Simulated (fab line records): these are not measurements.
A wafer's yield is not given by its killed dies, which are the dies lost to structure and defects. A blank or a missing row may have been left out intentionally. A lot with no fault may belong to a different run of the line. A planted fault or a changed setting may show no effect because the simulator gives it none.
Code-filled problem report in 8D (eight disciplines) form + flow n5-finfet + the parts of the form that need people (team, actions taken, sign-off) are left out

## 1. THE PROBLEM
Wafers without a fault read 1500.1 rpm, standard deviation 0.96; spin-speed-rpm at N5_BEOL_M5_COAT_05 reads a mean of 1466.3 rpm on 6 wafers belonging to 2 lots. That is -35 standard deviations from the usual mean.
The step: resist thk 30 nm.
First observed at day 10 04:59: wafer L815.1, on litho-track-05. The record holds 18 wafers of 6 lots with a number at this step. The rule behind "out" and "out of limits": a value lying over 4 standard deviations away from the usual mean. Any other wafer with a number is counted as sound.

## 2. WHAT IT IS, AND WHAT IT ISN'T
| question                    | is                     | is not                                                                   |
|-----------------------------|------------------------|--------------------------------------------------------------------------|
| which readings at this step | spin-speed-rpm         | resist-line-temp-C                                                       |
| which lots                  | L814, L815             | L809, L810, L818, L825                                                   |
| which wafers of those lots  | all that have a number | -                                                                        |
| read on which tools         | litho-track-05         | litho-track-01                                                           |
| when                        | from day 10 04:59      | up to then (6 sound wafers); but 6 sound wafers of L818, L825 came after |

## 3. WHAT RULES OUT EACH SUSPECT
Counting: a tool stays on the suspect list if, at a process step up to the reading, it processed all lots that are out and no sound lot following the first of them.
- litho-track-05 at N5_BEOL_M5_COAT_05 (resist thk 30 nm): kept. All lots that are out passed through it, beginning with L815 at day 10 04:59, and no sound lot followed; its final sound lot before that point was L809 at day 8 20:46. On those wafers its own readings are out: spin-speed-rpm.
The count leaves litho-track-05 at N5_BEOL_M5_COAT_05.

## 4. THE CAUSE (what the simulator had put in)
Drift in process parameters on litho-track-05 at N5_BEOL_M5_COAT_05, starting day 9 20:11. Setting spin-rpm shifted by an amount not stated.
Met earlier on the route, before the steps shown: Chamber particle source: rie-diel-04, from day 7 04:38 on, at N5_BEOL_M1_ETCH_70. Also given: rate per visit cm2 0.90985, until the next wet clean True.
This tool alone remained once counting was done.

## 5. THE CHAIN OF EFFECTS, in route order
Each row: a reading where the mean over the struck wafers with a number is more than 3 standard deviations away from the usual. Only readings whose record carries a usual standard deviation are examined. hours: median over the lots of the time between each lot's start at the first step of this table that gives one and its start at this step. sigmas: the change, counted in usual standard deviations.
| hours | step               | reading        | usual      | on struck wafers | change | sigmas |
|-------|--------------------|----------------|------------|------------------|--------|--------|
| 0     | N5_BEOL_M5_COAT_05 | spin-speed-rpm | 1500.1 rpm | 1466.3           | -33.8  | -35    |
It contains these process steps:
- N5_BEOL_M5_COAT_05: resist thk 30 nm.
At these later measuring or inspecting steps, every struck wafer for which the step has a row has a number for every such reading, and none has moved that far: N5_BEOL_M5_CD_MEAS_11, N5_BEOL_M5_OVL_MEAS_12.

## 6. HOW IT WOULD HAVE BEEN CAUGHT EARLIER
First out-of-limits reading in this record: day 10 04:59, which is 9 hours after fault onset at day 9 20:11.
